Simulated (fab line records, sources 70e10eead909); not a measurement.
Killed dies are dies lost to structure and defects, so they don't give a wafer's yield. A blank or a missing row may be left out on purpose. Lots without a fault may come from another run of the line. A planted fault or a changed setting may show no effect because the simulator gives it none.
Chamber matching | flow nand_harc | NHARC_A_DECK1_JOINT_ETCHBACK_00 on rie_si-05: 4 sister chambers
The step etches the open film in HBr, target depth 30 nm, time 17.4 s. 20 wafers are shown with their chamber, then 10 later ones without.

WAFERS WITH THEIR CHAMBER
wafer  | chamber | oes_product_au (a.u.) | throttle_valve_pct (%)
L075.1 | 2       | 0.978                 | 23.266
L075.4 | 3       | 0.999                 | 23.274
L075.5 | 1       | 0.995                 | 23.281
L077.3 | 1       | 0.990                 | 23.259
L077.4 | 3       | 0.997                 | 23.256
L077.6 | 1       | 0.995                 | 23.262
L079.1 | 2       | 1.001                 | 23.273
L079.3 | 0       | 1.016                 | 23.279
L079.6 | 1       | 0.993                 | 23.255
L083.2 | 0       | 1.005                 | 23.270
L083.4 | 3       | 1.001                 | 23.271
L083.6 | 3       | 1.000                 | 23.285
L083.1 | 1       | 1.004                 | 23.280
L083.3 | 2       | 0.993                 | 23.250
L083.5 | 0       | 0.998                 | 23.266
L086.2 | 0       | 1.014                 | 23.255
L086.3 | 3       | 1.008                 | 23.249
L086.6 | 0       | 1.005                 | 23.248
L090.1 | 0       | 0.996                 | 23.261
L090.5 | 0       | 0.997                 | 23.263

SIGNATURES (means of the wafers above)
reading            | chamber 0 | chamber 1 | chamber 2 | chamber 3 | scatter within a chamber
oes_product_au     | 1.00443   | 0.99540   | 0.99067   | 1.00100   | 0.00727
throttle_valve_pct | 23.26314  | 23.26740  | 23.26300  | 23.26700  | 0.012
Rule: a wafer's distance from a chamber is the root of the sum, over the readings, of the square of ((its reading less the chamber's mean) divided by the reading's scatter). The wafer belongs to the nearest chamber; if the next one is less than 2 further off, it can't be placed. The scatter: the root of (the sum of the squares of (reading less its chamber's mean) over the shown wafers, divided by (wafers less chambers)).

WAFERS WITHOUT THEIR CHAMBER
wafer  | oes_product_au (a.u.) | throttle_valve_pct (%)
L090.6 | 1.006                 | 23.267
L093.3 | 1.010                 | 23.274
L093.4 | 1.005                 | 23.280
L093.6 | 1.018                 | 23.256
L094.1 | 1.012                 | 23.268
L094.2 | 1.005                 | 23.259
L094.4 | 1.010                 | 23.254
L097.2 | 1.004                 | 23.268
L097.4 | 1.010                 | 23.264
L097.5 | 1.016                 | 23.277

WHICH CHAMBER EACH WENT THROUGH
wafer  | from the rows above               | in truth
L090.6 | can't be placed: 0 or 3 or 1 or 2 | 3
L093.3 | can't be placed: 0 or 3 or 1 or 2 | 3
L093.4 | can't be placed: 3 or 0 or 1 or 2 | 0
L093.6 | can't be placed: 0 or 3 or 1 or 2 | 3
L094.1 | can't be placed: 0 or 3 or 1 or 2 | 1
L094.2 | can't be placed: 0 or 3 or 1 or 2 | 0
L094.4 | can't be placed: 0 or 3 or 1 or 2 | 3
L097.2 | can't be placed: 0 or 3 or 1 or 2 | 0
L097.4 | can't be placed: 0 or 3 or 1 or 2 | 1
L097.5 | can't be placed: 0 or 3 or 1 or 2 | 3
Placed correctly: 0 of 10. Can't be placed from these rows: 10 (the true chamber is among the candidates in 10). Placed wrongly: 0.
